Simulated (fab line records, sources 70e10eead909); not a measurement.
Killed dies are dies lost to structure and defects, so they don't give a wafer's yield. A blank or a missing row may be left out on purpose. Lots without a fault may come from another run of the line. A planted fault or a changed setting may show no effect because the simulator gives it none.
Chamber matching | flow nand_harc | NHARC_A_STAIRCASE_ALD_415 on ald_hk-03: 4 sister chambers
The step deposits SiO2, target thk 30 nm, pulse time 6 s, ald cycles 300. 4 wafers are shown with their chamber, then 12 later ones without.

WAFERS WITH THEIR CHAMBER
wafer  | chamber | heater_power_w (W)
L087.5 | 2       | 459
L089.1 | 3       | 541
L089.2 | 0       | 412
L089.4 | 1       | 408

WAFERS WITHOUT THEIR CHAMBER
wafer  | heater_power_w (W)
L096.1 | 517
L096.3 | 440
L096.5 | 520
L096.2 | 431
L096.4 | 403
L096.6 | 437
L095.2 | 504
L095.4 | 434
L095.5 | 420
L097.1 | 515
L097.3 | 435
L097.5 | 430

WHICH CHAMBER EACH WENT THROUGH
wafer  | from the rows above          | in truth
L096.1 | can't be placed: 3 or 2      | 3
L096.3 | can't be placed: 2 or 0 or 1 | 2
L096.5 | can't be placed: 3 or 2      | 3
L096.2 | can't be placed: 0 or 1 or 2 | 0
L096.4 | can't be placed: 1 or 0      | 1
L096.6 | can't be placed: 2 or 0 or 1 | 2
L095.2 | can't be placed: 3 or 2      | 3
L095.4 | can't be placed: 0 or 2 or 1 | 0
L095.5 | can't be placed: 0 or 1 or 2 | 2
L097.1 | can't be placed: 3 or 2      | 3
L097.3 | can't be placed: 0 or 2 or 1 | 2
L097.5 | can't be placed: 0 or 1 or 2 | 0
Placed correctly: 0 of 12. Can't be placed from these rows: 12 (the true chamber is among the candidates in 12). Placed wrongly: 0.
How it was worked out, from the rows above alone: a wafer's distance from a chamber is the root of the sum, over the readings, of the square of ((its reading less the chamber's mean) divided by the reading's scatter). The wafer belongs to the nearest chamber; if the next one is less than 2 further off, it can't be placed. A chamber's mean is the mean of its shown wafers. The scatter: with one shown wafer a chamber, the root of the mean of the squares of how far each hidden wafer lies from its nearest shown one.
